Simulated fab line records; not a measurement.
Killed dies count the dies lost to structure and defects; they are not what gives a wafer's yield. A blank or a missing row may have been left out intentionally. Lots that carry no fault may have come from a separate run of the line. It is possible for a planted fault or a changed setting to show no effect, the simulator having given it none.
Chamber matching ; flow n5-finfet ; N5_BEOL_M11_ETCH_65 on rie-diel-03: 4 sister chambers
The step etches SiARC in CF4, target depth 39 nm, time 65 s. 18 wafers are shown with their chamber, then 9 later ones without.

== EACH WAFER AND ITS CHAMBER ==
wafer;chamber;showerhead-plenum-p-Torr (Torr);drypump-motor-current-A (A);throttle-valve-pct (%)
L074.2;3;2.21;5.5;15.69
L074.4;0;2.08;5.9;15.37
L074.6;2;2.05;6.0;15.75
L076.3;2;2.05;6.0;15.76
L076.5;3;2.21;5.5;15.73
L076.6;2;2.05;6.0;15.75
L083.4;3;2.21;5.5;15.73
L083.5;2;2.05;6.1;15.77
L083.6;3;2.21;5.5;15.75
L084.3;0;2.07;5.9;15.40
L084.4;1;2.13;5.7;15.47
L084.5;1;2.13;5.7;15.47
L087.1;0;2.07;5.9;15.40
L087.3;3;2.21;5.5;15.74
L087.6;2;2.05;6.0;15.78
L093.2;2;2.04;6.0;15.82
L093.3;1;2.13;5.7;15.52
L093.5;0;2.07;5.9;15.44

SIGNATURES (averages over the wafers above)
reading;chamber 0;chamber 1;chamber 2;chamber 3;scatter within a chamber
showerhead-plenum-p-Torr;2.0725;2.1300;2.0483;2.2100;0.00336
drypump-motor-current-A;5.900;5.700;6.017;5.500;0.0244
throttle-valve-pct;15.4025;15.4867;15.7717;15.7280;0.0263
Rule: for each reading, subtract the chamber's mean from the wafer's reading, divide by that reading's scatter and square the result; add these up over the readings and take the root, which gives the wafer's distance from the chamber. If the next closest chamber is less than 2 further off than the closest, the wafer can't be placed; otherwise it belongs to the closest. The scatter: take each reading less its chamber's mean, square it, sum over the shown wafers, divide by the number of wafers less the number of chambers, and take the root.

== WAFERS WITH NO CHAMBER GIVEN ==
wafer;showerhead-plenum-p-Torr (Torr);drypump-motor-current-A (A);throttle-valve-pct (%)
L094.1;2.07;5.9;15.43
L094.5;2.13;5.7;15.52
L094.6;2.07;5.9;15.43
L096.1;2.12;5.7;15.53
L096.2;2.20;5.5;15.78
L096.5;2.20;5.5;15.79
L097.2;2.12;5.7;15.53
L097.3;2.04;6.0;15.85
L097.5;2.04;6.0;15.82

== CHAMBER TAKEN BY EACH ==
wafer;from the rows above;in truth
L094.1;0;0
L094.5;1;1
L094.6;0;0
L096.1;1;1
L096.2;3;3
L096.5;3;3
L097.2;1;1
L097.3;2;2
L097.5;2;2
9 of 9 placed correctly. Left unplaced by these rows: 0. Placed wrongly: 0.
